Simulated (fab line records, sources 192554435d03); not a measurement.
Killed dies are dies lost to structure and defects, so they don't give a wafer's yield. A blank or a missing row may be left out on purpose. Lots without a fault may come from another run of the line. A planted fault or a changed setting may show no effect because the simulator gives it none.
Chamber matching | flow n5_finfet | N5_FIN_SAQP_HM_OPEN_33 on rie_diel-02: 4 sister chambers
The step chemistry CH3F/O2, target SiNx, target depth 49.4 nm, time 70.6 s. 14 wafers are shown with their chamber, then 7 later ones without.

WAFERS WITH THEIR CHAMBER
wafer  | chamber | throttle_valve_pct (%) | oes_f_703_au (a.u.) | oes_ar_750_au (a.u.)
L074.3 | 1       | 16.14                  | 0.74                | 0.75
L074.5 | 1       | 16.16                  | 0.74                | 0.74
L074.6 | 0       | 16.19                  | 0.96                | 0.95
L075.3 | 2       | 16.77                  | 0.76                | 0.76
L075.4 | 3       | 16.55                  | 0.84                | 0.82
L075.6 | 0       | 16.18                  | 0.96                | 0.95
L076.3 | 0       | 16.19                  | 0.96                | 0.94
L076.4 | 1       | 16.16                  | 0.74                | 0.74
L076.6 | 1       | 16.17                  | 0.74                | 0.74
L077.2 | 0       | 16.19                  | 0.95                | 0.94
L077.5 | 0       | 16.20                  | 0.95                | 0.93
L077.6 | 1       | 16.16                  | 0.74                | 0.74
L078.1 | 3       | 16.56                  | 0.85                | 0.82
L078.3 | 1       | 16.17                  | 0.73                | 0.73

SIGNATURES (means of the wafers above)
reading            | chamber 0 | chamber 1 | chamber 2 | chamber 3 | scatter within a chamber
throttle_valve_pct | 16.1900   | 16.1600   | 16.7700   | 16.5550   | 0.00922
oes_f_703_au       | 0.9560    | 0.7383    | 0.7600    | 0.8450    | 0.00503
oes_ar_750_au      | 0.9420    | 0.7400    | 0.7600    | 0.8200    | 0.00693
Rule: a wafer's distance from a chamber is the root of the sum, over the readings, of the square of ((its reading less the chamber's mean) divided by the reading's scatter). The wafer belongs to the nearest chamber; if the next one is less than 2 further off, it can't be placed. The scatter: the root of (the sum of the squares of (reading less its chamber's mean) over the shown wafers, divided by (wafers less chambers)).

WAFERS WITHOUT THEIR CHAMBER
wafer  | throttle_valve_pct (%) | oes_f_703_au (a.u.) | oes_ar_750_au (a.u.)
L078.6 | 16.15                  | 0.74                | 0.73
L085.2 | 16.80                  | 0.74                | 0.74
L085.4 | 16.20                  | 0.73                | 0.73
L085.5 | 16.57                  | 0.83                | 0.80
L093.2 | 16.22                  | 0.71                | 0.72
L093.4 | 16.25                  | 0.88                | 0.88
L093.5 | 16.62                  | 0.81                | 0.79

WHICH CHAMBER EACH WENT THROUGH
wafer  | from the rows above | in truth
L078.6 | 1                   | 1
L085.2 | 2                   | 2
L085.4 | 1                   | 1
L085.5 | 3                   | 3
L093.2 | 1                   | 1
L093.4 | 0                   | 0
L093.5 | 3                   | 3
Placed correctly: 7 of 7. Can't be placed from these rows: 0. Placed wrongly: 0.
